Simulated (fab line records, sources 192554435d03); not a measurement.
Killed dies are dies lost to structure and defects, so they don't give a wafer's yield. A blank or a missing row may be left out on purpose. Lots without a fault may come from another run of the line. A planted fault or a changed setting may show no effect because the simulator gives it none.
Chamber matching | flow n5_finfet | N5_GATE_CUT_ETCH_28 on rie_diel-06: 4 sister chambers
The step etches underlayer in N2/H2, target depth 13 nm, time 10.4 s. 4 wafers are shown with their chamber, then 12 later ones without.

WAFERS WITH THEIR CHAMBER
wafer  | chamber | showerhead_plenum_p_Torr (Torr)
L086.3 | 1       | 2.67
L087.5 | 3       | 2.48
L088.2 | 0       | 2.61
L088.5 | 2       | 2.39

WAFERS WITHOUT THEIR CHAMBER
wafer  | showerhead_plenum_p_Torr (Torr)
L089.1 | 2.39
L089.4 | 2.61
L089.5 | 2.48
L090.2 | 2.67
L090.3 | 2.61
L090.5 | 2.48
L093.3 | 2.67
L093.5 | 2.48
L093.6 | 2.39
L091.3 | 2.60
L091.4 | 2.60
L091.5 | 2.47

WHICH CHAMBER EACH WENT THROUGH
wafer  | from the rows above | in truth
L089.1 | 2                   | 2
L089.4 | 0                   | 0
L089.5 | 3                   | 3
L090.2 | 1                   | 1
L090.3 | 0                   | 0
L090.5 | 3                   | 3
L093.3 | 1                   | 1
L093.5 | 3                   | 3
L093.6 | 2                   | 2
L091.3 | 0                   | 0
L091.4 | 0                   | 0
L091.5 | 3                   | 3
Placed correctly: 12 of 12. Can't be placed from these rows: 0. Placed wrongly: 0.
How it was worked out, from the rows above alone: a wafer's distance from a chamber is the root of the sum, over the readings, of the square of ((its reading less the chamber's mean) divided by the reading's scatter). The wafer belongs to the nearest chamber; if the next one is less than 2 further off, it can't be placed. A chamber's mean is the mean of its shown wafers. The scatter: with one shown wafer a chamber, the root of the mean of the squares of how far each hidden wafer lies from its nearest shown one.
